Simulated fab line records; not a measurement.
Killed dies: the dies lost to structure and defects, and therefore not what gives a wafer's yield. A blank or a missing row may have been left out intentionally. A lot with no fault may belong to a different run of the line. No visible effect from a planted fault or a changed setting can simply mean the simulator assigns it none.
Matching of chambers	flow n5_finfet	N5_BEOL_M7_STRIP_36 on rie_diel-03 has 4 sister chambers
The step strips in N2/H2. 22 wafers are shown with their chamber, then 11 later ones without.

== WAFERS WITH THEIR CHAMBER ==
wafer	chamber	showerhead_plenum_p_Torr (Torr)	drypump_motor_current_A (A)	oes_product_au (a.u.)
L075.1	3	2.50	5.3	0.98
L075.2	2	2.45	5.3	0.75
L075.3	1	2.64	6.0	0.73
L075.4	0	2.49	6.7	0.88
L075.5	2	2.45	5.3	0.74
L075.6	3	2.50	5.3	0.99
L078.3	3	2.50	5.4	0.94
L078.4	0	2.48	6.6	0.88
L078.5	2	2.44	5.3	0.75
L079.1	0	2.48	6.6	0.87
L079.2	2	2.44	5.3	0.75
L079.6	2	2.44	5.3	0.75
L082.1	0	2.48	6.7	0.86
L082.3	2	2.44	5.3	0.73
L082.6	0	2.48	6.7	0.86
L081.1	0	2.48	6.7	0.85
L081.2	1	2.64	6.0	0.72
L081.3	2	2.44	5.3	0.73
L081.4	3	2.49	5.3	0.93
L081.5	2	2.44	5.3	0.73
L081.6	1	2.64	5.9	0.71
L084.2	3	2.49	5.4	0.93

SIGNATURES, as means of the wafers listed above
reading	chamber 0	chamber 1	chamber 2	chamber 3	scatter within a chamber
showerhead_plenum_p_Torr	2.4817	2.6400	2.4425	2.4960	0.00443
drypump_motor_current_A	6.667	5.967	5.300	5.340	0.0422
oes_product_au	0.8667	0.7200	0.7412	0.9540	0.0166
Rule: for a wafer and a chamber, the distance is found by dividing, reading by reading, the gap between the wafer's reading and the chamber's mean by the reading's scatter, squaring, summing and taking the root. The wafer belongs to the nearest chamber; if the next one is less than 2 further off, it can't be placed. The scatter: the root of (the sum of the squares of (reading less its chamber's mean) over the shown wafers, divided by (wafers less chambers)).

== WAFERS WHOSE CHAMBER IS MISSING ==
wafer	showerhead_plenum_p_Torr (Torr)	drypump_motor_current_A (A)	oes_product_au (a.u.)
L084.3	2.48	6.7	0.84
L084.6	2.64	5.9	0.72
L094.1	2.47	6.7	0.83
L094.5	2.43	5.3	0.71
L094.6	2.49	5.3	0.87
L093.2	2.48	5.4	0.89
L093.4	2.63	5.9	0.71
L093.6	2.47	6.7	0.84
L095.2	2.43	5.3	0.72
L095.4	2.47	6.7	0.83
L095.6	2.43	5.3	0.72

== THE CHAMBER EACH PASSED THROUGH ==
wafer	from the rows above	in truth
L084.3	0	0
L084.6	1	1
L094.1	0	0
L094.5	2	2
L094.6	3	3
L093.2	3	3
L093.4	1	1
L093.6	0	0
L095.2	2	2
L095.4	0	0
L095.6	2	2
11 of 11 placed correctly. Not placeable from these rows: 0. Number placed wrongly: 0.
